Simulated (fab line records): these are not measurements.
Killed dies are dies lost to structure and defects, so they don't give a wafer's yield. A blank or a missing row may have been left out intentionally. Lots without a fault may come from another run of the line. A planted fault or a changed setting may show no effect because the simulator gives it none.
What tool caused it? | flow nand-harc | 11 lots, 33 wafers sampled, at 7 steps of a route of 1302

## WHAT THE GAUGES SHOWED, per wafer
NHARC_P_M0_CD_MEAS_09 targets a cd of 90 nm. Usual: 89.7 nm for cd-nm, sd 0.5.
lot  | measured     | on        | cd-nm (nm)     | flag
L108 | day 6 01:16  | cd-sem-02 | 89.6 89.1 89.5 |
L110 | day 6 21:43  | cd-sem-03 | 90.0 89.9 90.2 |
L111 | day 7 02:29  | cd-sem-03 | 89.0 89.0 89.2 |
L112 | day 7 13:49  | cd-sem-03 | 90.3 89.8 89.8 |
L113 | day 8 00:20  | cd-sem-03 | 90.2 90.1 89.6 |
L123 | day 12 10:44 | cd-sem-01 | 89.8 89.2 90.4 |
L126 | day 13 13:47 | cd-sem-01 | 89.0 89.8 90.8 |
L127 | day 14 05:46 | cd-sem-01 | 89.7 89.7 89.6 |
L128 | day 14 06:24 | cd-sem-01 | 89.5 89.9 89.6 |
L129 | day 14 23:03 | cd-sem-03 | 88.8 89.6 89.7 |
L131 | day 15 10:26 | cd-sem-02 | 89.1 89.4 90.0 |

NHARC_P_M0_THK_MEAS_24: measures by xrf. Usual: 117.2 nm for thk-nm, sd 1.3.
lot  | measured     | on            | thk-nm (nm)       | flag
L108 | day 6 03:49  | film-metro-02 | 116.9 118.3 117.6 |
L110 | day 7 00:14  | film-metro-02 | 116.5 117.3 116.0 |
L111 | day 7 05:43  | film-metro-01 | 116.6 117.0 117.0 |
L112 | day 7 16:19  | film-metro-02 | 115.0 118.7 117.4 |
L113 | day 8 02:52  | film-metro-02 | 116.3 118.2 115.7 |
L123 | day 12 13:19 | film-metro-02 | 116.7 117.1 123.4 |
L126 | day 13 16:20 | film-metro-01 | 117.5 117.8 118.3 |
L127 | day 14 08:16 | film-metro-02 | 118.0 119.1 117.9 |
L128 | day 14 08:56 | film-metro-02 | 115.3 116.5 116.5 |
L129 | day 15 01:33 | film-metro-02 | 118.6 115.6 117.5 |
L131 | day 15 12:58 | film-metro-02 | 117.4 114.9 116.9 |

NHARC_P_M0_INSPECT_27. Usual: 295 for raw-defect-count, sd 120.
lot  | measured     | on                | raw-defect-count | flag
L108 | day 6 03:58  | defect-inspect-01 | 260 417 366      |
L110 | day 7 00:23  | defect-inspect-02 | 412 402 644      |
L111 | day 7 05:53  | defect-inspect-01 | 261 284 462      |
L112 | day 7 16:28  | defect-inspect-02 | 258 210 171      |
L113 | day 8 03:02  | defect-inspect-02 | 319 467 482      |
L123 | day 12 13:28 | defect-inspect-01 | 226 169 2317     | OFF
L126 | day 13 16:30 | defect-inspect-01 | 608 405 223      |
L127 | day 14 08:26 | defect-inspect-02 | 309 190 253      |
L128 | day 14 09:08 | defect-inspect-01 | 193 296 360      |
L129 | day 15 01:43 | defect-inspect-02 | 204 468 224      |
L131 | day 15 13:08 | defect-inspect-01 | 244 220 239      |

NHARC_END_SORT_01. Usual: defect-limited-yield 90.2 % (standard deviation 2.3); killed-at-array 62 (standard deviation 15); killed-at-other 0.8 (standard deviation 1); killed-at-periphery 3.7 (standard deviation 2.6); killed-dies 66 (standard deviation 15); killed-open 3.1 (standard deviation 1.8); killed-short 2.6 (standard deviation 1.7).
lot  | measured     | on        | defect-limited-yield (%) | killed-at-array | killed-at-other | killed-at-periphery | killed-dies | killed-open | killed-short | flag
L123 | day 30 19:26 | prober-01 | 94.1 90.5 0              | 36 59 43        | 3 4 3           | 1 1 631             | 40 64 677   | 0 0 4       | 1 3 3        | OFF

## TOOL THAT RAN EACH LOT (tool first, then ch and the chambers of the sampled wafers, then the start)
lot  | NHARC_P_M0_ETCH_15                            | NHARC_P_M0_STRIP_18                | NHARC_P_M0_CMP_23
L108 | rie-diel-01 ch 0,1, day 6 01:50 or earlier    | rie-diel-01 ch 0,3, day 6 01:50    | cmp-01 ch 1,2,3, day 6 03:34
L110 | rie-diel-05 ch 0,2,3, day 6 22:16 or earlier  | rie-diel-05 ch 0,1,2, day 6 22:16  | cmp-01 ch 0,2,3, day 6 23:56
L111 | rie-diel-11 ch 0,1, day 7 03:50 or earlier    | rie-diel-11 ch 0,2,3, day 7 03:50  | cmp-02 ch 1,2,3, day 7 05:28
L112 | rie-diel-11 ch 1,3, day 7 14:22 or earlier    | rie-diel-11 ch 0,1, day 7 14:22    | cmp-01 ch 0,1, day 7 15:59
L113 | rie-diel-01 ch 2,3, day 8 00:56 or earlier    | rie-diel-05 ch 0,1,3, day 8 00:56  | cmp-03 ch 0,1,3, day 8 02:38
L123 | rie-diel-05 ch 1,2, day 12 11:21 or earlier   | rie-diel-01 ch 0,3, day 12 11:21   | cmp-01 ch 1,2,3, day 12 12:59
L126 | rie-diel-01 ch 0,3, day 13 14:21 or earlier   | rie-diel-05 ch 0,2,3, day 13 14:21 | cmp-03 ch 0,1, day 13 16:01
L127 | rie-diel-01 ch 1,2,3, day 14 06:22 or earlier | rie-diel-01 ch 0,2,3, day 14 06:22 | cmp-03 ch 0,1, day 14 07:59
L128 | rie-diel-11 ch 2,3, day 14 06:58 or earlier   | rie-diel-01 ch 0,3, day 14 06:58   | cmp-02 ch 0,1,2, day 14 08:40
L129 | rie-diel-11 ch 2,3, day 14 23:40 or earlier   | rie-diel-01 ch 0,2,3, day 14 23:40 | cmp-02 ch 0,2,3, day 15 01:19
L131 | rie-diel-01 ch 0,2,3, day 15 11:02 or earlier | rie-diel-11 ch 0,3, day 15 11:02   | cmp-02 ch 2,3, day 15 12:40
- NHARC_P_M0_ETCH_15: etches the open film in C4F8/Ar, target depth 150 nm, overetch 15 nm, time 82.5 s.
- NHARC_P_M0_STRIP_18: strips in N2/H2.
- NHARC_P_M0_CMP_23: polishes, t overpolish 20 s, target thk 117.54 nm.

## WHAT THE TOOLS THEMSELVES READ (means of the sampled wafers that have a number; where no wafer has one, the mark that the record gives instead)
NHARC_P_M0_ETCH_15. Usual: oes-product-au 0.965 a.u., standard deviation 0.019; rf-vpp-V 438.9 V, standard deviation 2.3.
lot  | tool        | oes-product-au (a.u.) | rf-vpp-V (V) | flag
L108 | rie-diel-01 | 0.966                 | 437.4        |
L110 | rie-diel-05 | 0.962                 | 439.7        |
L111 | rie-diel-11 | 0.950                 | 440.3        |
L112 | rie-diel-11 | 0.978                 | 437.6        |
L113 | rie-diel-01 | 0.972                 | 440.9        |
L123 | rie-diel-05 | 0.947                 | 440.7        |
L126 | rie-diel-01 | 0.980                 | 438.1        |
L127 | rie-diel-01 | 0.969                 | 438.4        |
L128 | rie-diel-11 | 0.977                 | 442.8        |
L129 | rie-diel-11 | 0.968                 | 442.3        |
L131 | rie-diel-01 | 0.978                 | 438.5        |

NHARC_P_M0_STRIP_18. Usual: drypump-motor-current-A 5.7 A, standard deviation 0.54; n2-flow-sccm 149.9 sccm, standard deviation 0.42; oes-product-au 0.999 a.u., standard deviation 0.009; rf-vpp-V 90.3 V, standard deviation 0.92; showerhead-plenum-p-Torr 1.97 Torr, standard deviation 0.073; throttle-valve-pct 14.172 %, standard deviation 0.0091.
lot  | tool        | drypump-motor-current-A (A) | n2-flow-sccm (sccm) | oes-product-au (a.u.) | rf-vpp-V (V) | showerhead-plenum-p-Torr (Torr) | throttle-valve-pct (%) | flag
L108 | rie-diel-01 | 6.1                         | 149.9               | 1.002                 | 90.2         | 1.95                            | 14.176                 |
L110 | rie-diel-05 | 6.1                         | 149.7               | 0.985                 | 89.8         | 2.00                            | 14.167                 |
L111 | rie-diel-11 | 5.7                         | 150.0               | 0.998                 | 90.2         | 1.95                            | 14.170                 |
L112 | rie-diel-11 | 6.1                         | 150.1               | 0.998                 | 90.8         | 2.03                            | 14.165                 |
L113 | rie-diel-05 | 5.9                         | 149.9               | 0.985                 | 90.5         | 1.95                            | 14.178                 |
L123 | rie-diel-01 | 6.2                         | 149.4               | 0.997                 | 90.5         | 1.95                            | 14.171                 |
L126 | rie-diel-05 | 6.2                         | 149.7               | 0.997                 | 90.3         | 1.98                            | 14.178                 |
L127 | rie-diel-01 | 5.7                         | 149.8               | 1.000                 | 90.7         | 1.98                            | 14.176                 |
L128 | rie-diel-01 | 6.2                         | 150.1               | 1.001                 | 90.5         | 1.95                            | 14.173                 |
L129 | rie-diel-01 | 5.7                         | 149.9               | 1.004                 | 91.0         | 1.98                            | 14.180                 |
L131 | rie-diel-11 | 5.7                         | 149.9               | 0.996                 | 91.9         | 2.14                            | 14.170                 |

NHARC_P_M0_CMP_23. Usual: edge-zone-pressure-frac 0.999, standard deviation 0.005; motor-current-A 11.6 A, standard deviation 1.1; slurry-filter-dp-kPa 13.51 kPa, standard deviation 0.14; time-to-endpoint-s 27.3 s, standard deviation 2.7.
lot  | tool   | edge-zone-pressure-frac | motor-current-A (A) | slurry-filter-dp-kPa (kPa) | time-to-endpoint-s (s) | flag
L108 | cmp-01 | 0.998                   | 11.0                | 13.44                      | 27.2                   |
L110 | cmp-01 | 0.999                   | 11.5                | 13.45                      | 26.7                   |
L111 | cmp-02 | 0.996                   | 11.9                | 13.50                      | 27.4                   |
L112 | cmp-01 | 1.000                   | 12.1                | 13.48                      | 28.9                   |
L113 | cmp-03 | 1.000                   | 11.1                | 13.53                      | 23.6                   |
L123 | cmp-01 | 1.001                   | 11.1                | 13.45                      | 31.4                   |
L126 | cmp-03 | 0.997                   | 10.9                | 13.58                      | 30.5                   |
L127 | cmp-03 | 1.000                   | 10.6                | 13.56                      | 30.6                   |
L128 | cmp-02 | 1.000                   | 11.3                | 13.59                      | 23.0                   |
L129 | cmp-02 | 0.997                   | 12.0                | 13.54                      | 24.8                   |
L131 | cmp-02 | 1.005                   | 12.8                | 13.41                      | 25.7                   |

## THE ANSWER, worked out from the rows above alone
Rule: lot off if the mean of its wafers having a number is beyond 3 standard deviations from the usual mean. Also off: a lot with no number at a reading for which 4 or more lots have one. Where the step has rows for the other lots, those lots are counted as sound. First the gauges in route order, then the tools' own readings, where a lot's mean is used as printed above. At the first step where some lot is off, the reading lying furthest off is the one used; lots without a number count as furthest.
Off at NHARC_P_M0_INSPECT_27 (raw-defect-count): L123.
A tool fits if, at a process step before that reading, it ran every lot that is off, and no sound lot after the first of them. Not tried: the gauges at NHARC_P_M0_INSPECT_27; whatever is off there is also off at NHARC_END_SORT_01, on other tools, and gauge error can't account for it. Because NHARC_P_M0_ETCH_15 lacks a start for some lots, the hours and order of its lots are taken from NHARC_P_M0_STRIP_18. 2 tools fit, rie-diel-05 at NHARC_P_M0_ETCH_15 and cmp-01 at NHARC_P_M0_CMP_23, so this cannot tell which one it is.

## WHAT THE SIMULATOR HAD PUT IN
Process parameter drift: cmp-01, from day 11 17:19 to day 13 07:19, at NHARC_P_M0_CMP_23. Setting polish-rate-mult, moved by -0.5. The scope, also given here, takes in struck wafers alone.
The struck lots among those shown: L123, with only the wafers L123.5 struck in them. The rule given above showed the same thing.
